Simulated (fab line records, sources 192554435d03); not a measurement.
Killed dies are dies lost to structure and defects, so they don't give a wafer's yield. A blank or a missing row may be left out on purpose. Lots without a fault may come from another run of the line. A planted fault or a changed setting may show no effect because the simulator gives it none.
Chamber matching | flow n5_finfet | N5_FIN_SAQP_SPACER2_ALD_28 on ald_sin-02: 4 sister chambers
The step deposits SiO2, target thk 8.1 nm, pulse time 1 s, purge time 2 s. 8 wafers are shown with their chamber, then 8 later ones without.

WAFERS WITH THEIR CHAMBER
wafer  | chamber | heater_power_w (W) | chamber_pressure_Torr (Torr)
L081.3 | 3       | 442                | 1.998
L081.5 | 1       | 469                | 1.997
L084.1 | 3       | 461                | 1.998
L084.3 | 1       | 465                | 1.995
L086.3 | 2       | 510                | 2.009
L086.4 | 0       | 546                | 2.001
L086.5 | 0       | 541                | 1.996
L087.3 | 2       | 513                | 2.001

WAFERS WITHOUT THEIR CHAMBER
wafer  | heater_power_w (W) | chamber_pressure_Torr (Torr)
L087.5 | 456                | 1.998
L087.6 | 515                | 2.011
L091.3 | 546                | 1.999
L091.5 | 510                | 1.999
L091.6 | 475                | 2.003
L093.1 | 465                | 2.003
L093.4 | 541                | 2.000
L093.5 | 444                | 2.007

WHICH CHAMBER EACH WENT THROUGH
wafer  | from the rows above     | in truth
L087.5 | can't be placed: 3 or 1 | 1
L087.6 | 2                       | 2
L091.3 | 0                       | 0
L091.5 | 2                       | 2
L091.6 | can't be placed: 1 or 3 | 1
L093.1 | can't be placed: 1 or 3 | 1
L093.4 | 0                       | 0
L093.5 | can't be placed: 3 or 1 | 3
Placed correctly: 4 of 8. Can't be placed from these rows: 4 (the true chamber is among the candidates in 4). Placed wrongly: 0.
How it was worked out, from the rows above alone: a wafer's distance from a chamber is the root of the sum, over the readings, of the square of ((its reading less the chamber's mean) divided by the reading's scatter). The wafer belongs to the nearest chamber; if the next one is less than 2 further off, it can't be placed. A chamber's mean is the mean of its shown wafers. The scatter: the root of (the sum of the squares of (reading less its chamber's mean) over the shown wafers, divided by (wafers less chambers)).
